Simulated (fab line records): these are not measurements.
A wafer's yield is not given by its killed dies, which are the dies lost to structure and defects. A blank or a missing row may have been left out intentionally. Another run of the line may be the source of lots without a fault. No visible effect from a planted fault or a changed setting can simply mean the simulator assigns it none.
A struck lot beside a sound one :: flow n5_finfet :: 37 steps out of a route of 1938
Sound: these wafers, L385.4, L385.5, L385.6. Wafers struck: L380.4, L380.5, L380.6. The cause is given at the end.
For every step that has rows: the tool of each side, followed by ch and its chambers, followed by its first start. Under that, the readings that differ: sound wafers :: struck wafers :: difference of the means :: sigmas: that difference in standard deviations of wafers without a fault.
alike: words and numbers the same on both sides, and readings whose means are apart by under 2 such deviations; not compared: readings that were withheld, readings missing a value for some wafer, numbers with overlapping values and no deviation given by the record, and bounds like >300 which may hide the same value.
The two part at a step that has a row with sigmas, a row that says differs or no value, or rows on one side only. Numbers that don't overlap but have no deviation are shown without sigmas and don't part them. A reading missing from all wafers of one side parts the sides only when that side holds two or more wafers.

first, 9 steps without rows for these wafers: N5_BEOL_M4_ANNEAL_95 (time 240 s); N5_BEOL_M4_SPUTTER_96 (material Cu, target thk 4.5 nm, time 8.29 s); N5_BEOL_M4_ECD_50 (material Cu, target thk 300 nm); N5_BEOL_M4_ANNEAL_51 (time 90 s); N5_BEOL_M4_CMP_52 (polishes, stops on SiOC, t overpolish 6.8 s, target thk 40 nm); N5_BEOL_M4_PRE_CLEAN_60 (time 15 s); N5_BEOL_M4_CO_CAP_55 (material Co, precursor CCTBA/H2, target thk 2 nm, time 102.1 s); N5_BEOL_M4_PRE_CLEAN_56 (time 15 s); N5_BEOL_M4_DEP_57 (deposits SiCN from 3MS/NH3, target thk 8 nm, time 14 s).
N5_BEOL_M4_RC_MEAS_101:
  sound on prober-01 ch 0, day 12 22:50; struck on prober-02 ch 0, day 11 23:37
reading: IOFF_P (nA/um)
sound: 0.229 0.263 0.214
struck: 0.167 0.147 0.162
difference: -0.077
sigmas: -3

reading: ION_P (uA/um)
sound: 473 473 469
struck: 456 450 453
difference: -19
sigmas: -3

reading: VT_P (mV)
sound: -248 -243 -248
struck: -255 -259 -255
difference: -10
sigmas: -3
  alike: DIBL_N, DIBL_P, IOFF_N, ION_N, SS_N, SS_P, VT_N
then, 24 steps without rows for these wafers: N5_BEOL_M5_ILD_DEP_00 (deposits SiCOH lowk from DEMS/porogen, target thk 140.64 nm, time 25.9 s); N5_BEOL_M5_CURE_79 (cures SiCOH lowk, time 240 s); N5_BEOL_M5_PECVD_70 (deposits SiO2 from TEOS/O2, target thk 16 nm, time 18 s); N5_BEOL_M5_HM_DEP_02 (deposits TiN, target thk 20 nm); N5_BEOL_M5_COAT_59 (time 60 s, resist thk 60 nm); N5_BEOL_M5_COAT_60 (time 60 s, resist thk 12 nm); N5_BEOL_M5_COAT_71 (time 60 s, resist thk 5 nm); N5_BEOL_M5_COAT_05 (resist thk 30 nm); N5_BEOL_M5_EBR_07; N5_BEOL_M5_SOFTBAKE_06 (time 60 s); N5_BEOL_M5_EXPOSE_08 (exposes mask M5, target cd 28 nm); N5_BEOL_M5_PEB_09 (peb time 60 s); N5_BEOL_M5_DEVELOP_10 (develop time 30 s); N5_BEOL_M5_DESCUM_16 (chemistry O2, time 7 s); N5_BEOL_M5_ETCH_72 (etches underlayer in N2/H2, target depth 6.5 nm, time 5.2 s); N5_BEOL_M5_ETCH_61 (etches SiARC in CF4, target depth 15.6 nm, time 26 s); N5_BEOL_M5_ETCH_62 (etches SOC in N2/H2, target depth 75 nm, overetch 15 nm, time 112.5 s); N5_BEOL_M5_STRIP_63 (strips in N2/H2); N5_BEOL_M5_STRIP_73 (strips in N2/H2); N5_BEOL_M5_STRIP_64 (strips in CF4); N5_BEOL_M5_HM_OPEN_17 (chemistry Cl2/BCl3, target TiN, target depth 20 nm, overetch 6 nm); N5_BEOL_M5_STRIP_19 (strips in O2); N5_BEOL_M5_COAT_65 (time 60 s, resist thk 60 nm); N5_BEOL_M5_COAT_66 (time 60 s, resist thk 12 nm).
N5_BEOL_M9_ECD_50: material Cu, target thk 318 nm.
  sound on ecd_cu-02 ch 0,1, day 14 15:54; struck on ecd_cu-01 ch 0,1, day 13 20:30
N5_BEOL_M9_CMP_52: polishes, stops on SiCOH lowk, t overpolish 7 s, target thk 140 nm.
  sound on cmp-04 ch 0,1,2, day 14 16:33; struck on cmp-02 ch 2,3, day 13 20:53
reading: time_to_endpoint_s (s)
sound: 67.6 65.4 67.1
struck: 1.7 0.1 3.1
difference: -65.1
sigmas: -22
  alike: head_pressure_psi, motor_current_A
-- record jumps: 2 days separate the struck wafers' starts on either side; left off in module BEOL_M9, taken up again in module PASSIVATION, whose first shown step is the route's number 1936 --
N5_PASSIVATION_PROBE_49:
  struck on prober-01, day 16 02:13; sound on prober-01, day 16 20:11
reading: defect_limited_yield (%)
sound: 90.6 87.1 88.7
struck: 0 0 0
difference: -89
sigmas: -63

reading: killed_at_M0_to_M3
sound: 40 54 65
struck: 24 34 43
difference: -19
sigmas: -2

reading: killed_at_M4_up
sound: 16 16 9
struck: 1110 1067 1084
difference: +1073
sigmas: +99 or more

reading: killed_dies
sound: 111 152 133
struck: 1180 1180 1180
difference: +1048
sigmas: +66

reading: killed_on_rim
sound: 16 20 13
struck: 152 152 152
difference: +136
sigmas: +40

reading: sort_bin_5_function (%)
sound: 5.3 7.4 6.6
struck: 97.6 96.3 96.4
difference: +90.3
sigmas: +99 or more

reading: sort_n_pass
sound: 1069 1028 1047
struck: 0 0 0
difference: -1048
sigmas: -66

reading: sort_yield_pct (%)
sound: 90.6 87.1 88.7
struck: 0 0 0
difference: -89
sigmas: -63
  alike: killed_at_contacts, killed_at_front_end, killed_at_other, killed_open, killed_short, sort_bin_6_memory

## WHERE THEY PART
First at N5_BEOL_M4_RC_MEAS_101; last, within this record, at N5_PASSIVATION_PROBE_49.

WHY: whatever the simulator had introduced
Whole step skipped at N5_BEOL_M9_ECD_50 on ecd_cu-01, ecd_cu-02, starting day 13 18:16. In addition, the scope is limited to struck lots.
